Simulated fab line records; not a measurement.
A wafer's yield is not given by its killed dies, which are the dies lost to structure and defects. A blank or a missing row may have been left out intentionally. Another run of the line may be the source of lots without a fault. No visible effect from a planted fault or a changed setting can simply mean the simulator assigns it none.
What tool caused it?    flow n5_finfet    Sampling: 8 lots, 24 wafers, 8 of 1938 route steps

== WHAT THE GAUGES READ, wafer by wafer ==
N5_BEOL_M4_RC_MEAS_101. Usual: DIBL_N 36.8 mV/V, standard deviation 1.5; DIBL_P 37.1 mV/V, standard deviation 2.1; IOFF_N 0.168 nA/um, standard deviation 0.03; IOFF_P 0.22 nA/um, standard deviation 0.034; ION_N 679 uA/um, standard deviation 12; ION_P 466 uA/um, standard deviation 8; SS_N 71.7 mV/dec, standard deviation 0.58; SS_P 73.5 mV/dec, standard deviation 0.67; VT_N 248.8 mV, standard deviation 2.7; VT_P -250 mV, standard deviation 3.3.
lot   measured      on         DIBL_N (mV/V)   DIBL_P (mV/V)   IOFF_N (nA/um)     IOFF_P (nA/um)  ION_N (uA/um)  ION_P (uA/um)  SS_N (mV/dec)   SS_P (mV/dec)   VT_N (mV)          VT_P (mV)       flag
L383  day 10 00:07  prober-02  40.3 36.5 38.9  41.8 36.5 41.4  0.264 0.150 0.217  0.28 0.18 0.27  698 660 677    468 452 467    72.5 70.7 72.4  74.9 74.0 74.1  243.8 251.1 244.8  -250 -253 -249  
L384  day 10 21:23  prober-01  35.2 34.9 33.5  34.7 33.7 31.6  0.149 0.131 0.115  0.19 0.18 0.15  680 663 658    466 459 449    71.2 71.7 71.1  73.7 73.0 72.5  248.8 252.6 254.1  -253 -254 -255  
L385  day 11 00:38  prober-02  37.1 36.8 37.4  39.3 40.2 40.5  0.176 0.175 0.181  0.24 0.27 0.27  677 670 674    463 463 466    72.4 72.5 72.5  73.6 74.6 74.3  250.6 249.6 247.8  -246 -246 -246  
L391  day 12 04:27  prober-01  38.4 37.9 37.8  38.2 37.6 38.1  0.189 0.169 0.193  0.24 0.24 0.25  696 677 708    480 464 484    72.0 71.6 72.4  73.4 73.5 74.2  246.2 245.0 243.7  -250 -249 -245  
L390  day 12 05:23  prober-01  35.7 33.8 37.9  36.8 33.9 39.5  0.139 0.118 0.169  0.22 0.17 0.27  681 674 676    472 468 471    71.1 70.9 71.7  73.4 72.4 73.9  252.4 253.6 244.6  -251 -252 -246  
L392  day 12 11:42  prober-01  36.0 36.6 33.2  37.5 37.5 33.1  0.143 0.163 0.102  0.21 0.20 0.15  670 677 651    462 460 451    72.4 72.0 71.3  74.4 73.6 72.1  250.8 247.4 255.1  -251 -251 -254  
L394  day 13 00:08  prober-02  39.5 36.3 37.7  39.8 36.0 37.7  0.233 0.149 0.182  0.28 0.21 0.23  712 687 695    478 472 476    71.8 71.4 72.2  74.5 73.2 73.2  244.4 250.9 248.9  -247 -249 -250  
L396  day 14 02:40  prober-01  37.7 38.0 35.4  38.6 37.2 34.7  0.167 0.171 0.135  0.25 0.22 0.18  676 680 667    467 469 455    71.3 71.0 71.3  73.1 72.6 72.9  249.5 249.2 252.4  -246 -248 -251  

N5_BEOL_M13_CD_MEAS_17: the cd target is 190 nm. Usual: 191.9 nm for cd_nm, sd 1.5.
lot   measured      on         cd_nm (nm)         flag
L383  day 12 20:17  cd_sem-01  190.9 191.8 192.3  
L384  day 13 15:02  cd_sem-01  191.8 191.6 191.2  
L385  day 14 08:59  cd_sem-02  194.1 193.5 195.4  
L391  day 15 18:13  cd_sem-03  191.6 190.2 192.9  
L390  day 15 12:05  cd_sem-01  191.7 191.0 192.4  
L392  day 15 16:03  cd_sem-03  193.0 190.2 190.6  
L394  day 15 21:49  cd_sem-01  191.6 191.5 194.6  
L396  day 16 13:53  cd_sem-02  192.5 192.3 192.5  

N5_BEOL_M13_THK_MEAS_50: measures by xrf. Usual: for M13_THK the level is 415 nm and the standard deviation is 6.3.
lot   measured      on             M13_THK (nm)  flag
L383  day 13 00:59  film_metro-01  923 929 927   OFF
L384  day 13 22:25  film_metro-02  927 919 921   OFF
L385  day 14 16:47  film_metro-02  915 923 921   OFF
L391  day 15 21:39  film_metro-02  413 412 415   
L390  day 15 16:16  film_metro-01  415 411 415   
L392  day 15 18:35  film_metro-01  425 426 421   
L394  day 16 00:36  film_metro-02  415 410 425   
L396  day 16 19:18  film_metro-01  423 411 419   

N5_BEOL_M13_RS_MEAS_54: the measuring method here is four-point-probe. Usual: for M13_RS the level is 0.0447 ohm/sq and the standard deviation is 0.0006.
lot   measured      on             M13_RS (ohm/sq)       flag
L383  day 13 01:07  film_metro-01  0.0182 0.0182 0.0181  OFF
L384  day 13 22:33  film_metro-02  0.0180 0.0181 0.0181  OFF
L385  day 14 16:55  film_metro-02  0.0182 0.0182 0.0182  OFF
L391  day 15 21:46  film_metro-02  0.0447 0.0449 0.0446  
L390  day 15 16:24  film_metro-02  0.0445 0.0454 0.0447  
L392  day 15 18:43  film_metro-01  0.0438 0.0438 0.0446  
L394  day 16 00:44  film_metro-02  0.0448 0.0452 0.0437  
L396  day 16 19:26  film_metro-01  0.0439 0.0451 0.0445  

N5_BEOL_M13_INSPECT_55: inspects for defects (darkfield). Usual: 69 for raw_defect_count, sd 23.
lot   measured      on                 raw_defect_count  flag
L383  day 13 01:08  defect_inspect-01  3130 3117 3216    OFF
L384  day 13 22:35  defect_inspect-02  3311 3031 3090    OFF
L385  day 14 16:57  defect_inspect-02  3219 3258 3150    OFF
L391  day 15 21:48  defect_inspect-01  24 40 37          
L390  day 15 16:26  defect_inspect-02  64 69 87          
L392  day 15 18:44  defect_inspect-01  103 65 76         
L394  day 16 00:45  defect_inspect-02  64 59 47          
L396  day 16 19:28  defect_inspect-02  47 94 65          

== EACH LOT AND THE TOOL THAT RAN IT (in order: tool; ch and the chambers of the sampled wafers; start) ==
lot   N5_BEOL_M13_STRIP_37                  N5_BEOL_M13_SPUTTER_45        N5_BEOL_M13_CMP_49
L383  plasma_asher-01 ch 0,1, day 12 21:26  pvd_sputter-02, day 13 00:07  cmp-01 ch 1,2,3, day 13 00:44
L384  plasma_asher-02 ch 0,1, day 13 16:11  pvd_sputter-03, day 13 21:33  cmp-01 ch 0,2, day 13 22:08
L385  plasma_asher-02 ch 0,1, day 14 10:02  pvd_sputter-01, day 14 15:49  cmp-01 ch 0,2,3, day 14 16:34
L391  plasma_asher-01 ch 0,1, day 15 19:15  pvd_sputter-03, day 15 20:46  cmp-03 ch 2,3, day 15 21:21
L390  plasma_asher-02 ch 1, day 15 13:07    pvd_sputter-02, day 15 15:19  cmp-01 ch 0,3, day 15 16:01
L392  plasma_asher-01 ch 0,1, day 15 17:05  pvd_sputter-02, day 15 17:43  cmp-01 ch 0,1,2, day 15 18:19
L394  plasma_asher-01 ch 0,1, day 15 22:59  pvd_sputter-02, day 15 23:44  cmp-01 ch 1,2,3, day 16 00:20
L396  plasma_asher-01 ch 0, day 16 14:55    pvd_sputter-02, day 16 18:17  cmp-01 ch 1,2, day 16 19:00
- N5_BEOL_M13_STRIP_37: strips in N2/H2.
- N5_BEOL_M13_SPUTTER_45: material Cu, target thk 80 nm, time 13.33 s.
- N5_BEOL_M13_CMP_49: polishes, stops on SiOC, t overpolish 17.1 s, target thk 420 nm.

== AS READ BY THE TOOLS THEMSELVES (means over the sampled wafers that have a number; for cases with no such wafer, the mark the record gives instead) ==
N5_BEOL_M13_STRIP_37. Usual: drypump_motor_current_A 5.8 A, standard deviation 0.5; heater_power_w 356 W, standard deviation 24; oes_product_au 0.785 a.u., standard deviation 0.011.
lot   tool             drypump_motor_current_A (A)  heater_power_w (W)  oes_product_au (a.u.)  flag
L383  plasma_asher-01  5.4                          360                 0.780                  
L384  plasma_asher-02  5.9                          343                 0.780                  
L385  plasma_asher-02  5.8                          343                 0.790                  
L391  plasma_asher-01  5.9                          353                 0.786                  
L390  plasma_asher-02  5.9                          317                 0.789                  
L392  plasma_asher-01  5.5                          364                 0.784                  
L394  plasma_asher-01  5.5                          360                 0.791                  
L396  plasma_asher-01  5.0                          360                 0.784                  

N5_BEOL_M13_SPUTTER_45. Usual: cathode_dc_power_W 26001 W, standard deviation 4.9; chuck_gas_flow_sccm 1.26 sccm, standard deviation 0.058; throttle_valve_pct 30.0 %, standard deviation 0.74.
lot   tool            cathode_dc_power_W (W)  chuck_gas_flow_sccm (sccm)  throttle_valve_pct (%)  flag
L383  pvd_sputter-02  26005                   1.31                        30.3                    
L384  pvd_sputter-03  25999                   1.27                        29.6                    
L385  pvd_sputter-01  25999                   1.24                        29.6                    
L391  pvd_sputter-03  26000                   1.27                        30.2                    
L390  pvd_sputter-02  25998                   1.24                        29.9                    
L392  pvd_sputter-02  26002                   1.23                        30.4                    
L394  pvd_sputter-02  25998                   1.23                        29.7                    
L396  pvd_sputter-02  25998                   1.23                        29.3                    

N5_BEOL_M13_CMP_49. Usual: barrier_field_endpoint_s 30.8 s, standard deviation 0.78; clearing_platen_down_force_psi 1.500 psi, standard deviation 0.0032; clearing_platen_rpm 50.003 rpm, standard deviation 0.024; motor_current_A 6.4 A, standard deviation 0.72; overpolish_run_s 17.100 s, standard deviation 0.0093.
lot   tool    barrier_field_endpoint_s (s)  clearing_platen_down_force_psi (psi)  clearing_platen_rpm (rpm)  motor_current_A (A)  overpolish_run_s (s)  flag
L383  cmp-01  -                             -                                     -                          -                    -                     OFF
L384  cmp-01  -                             -                                     -                          -                    -                     OFF
L385  cmp-01  -                             -                                     -                          -                    -                     OFF
L391  cmp-03  30.2                          1.498                                 49.990                     6.5                  17.098                
L390  cmp-01  30.5                          1.498                                 49.987                     6.7                  17.105                
L392  cmp-01  31.8                          1.498                                 49.990                     5.8                  17.095                
L394  cmp-01  31.3                          1.501                                 50.013                     6.3                  17.100                
L396  cmp-01  31.9                          1.502                                 49.994                     5.8                  17.098                

== THE ANSWER, worked out from the rows above alone ==
Rule: take the mean of a lot's wafers that have a number; if it is more than 3 standard deviations from the usual mean, the lot is off. A lot without any number at a reading at which 4 lots or more have one is off too. All remaining lots with rows at the step are treated as sound. The gauges are gone through in route order, then the tools' own readings, and for those a lot's mean is taken as printed above. The first step at which some lot is off is used, and at that step the reading that is off furthest; a lot without a number counts as furthest.
Off: L383, L384, L385, at N5_BEOL_M13_THK_MEAS_50 (M13_THK).
A tool fits if, at a process step before that reading, it ran every lot that is off, and no sound lot after the first of them. Not tried: the gauges at N5_BEOL_M13_THK_MEAS_50; whatever is off there is also off at N5_BEOL_M13_INSPECT_55, on other tools, and gauge error can't account for it. Of those tried, none fits.

== WHAT THE SIMULATOR HAD INSERTED ==
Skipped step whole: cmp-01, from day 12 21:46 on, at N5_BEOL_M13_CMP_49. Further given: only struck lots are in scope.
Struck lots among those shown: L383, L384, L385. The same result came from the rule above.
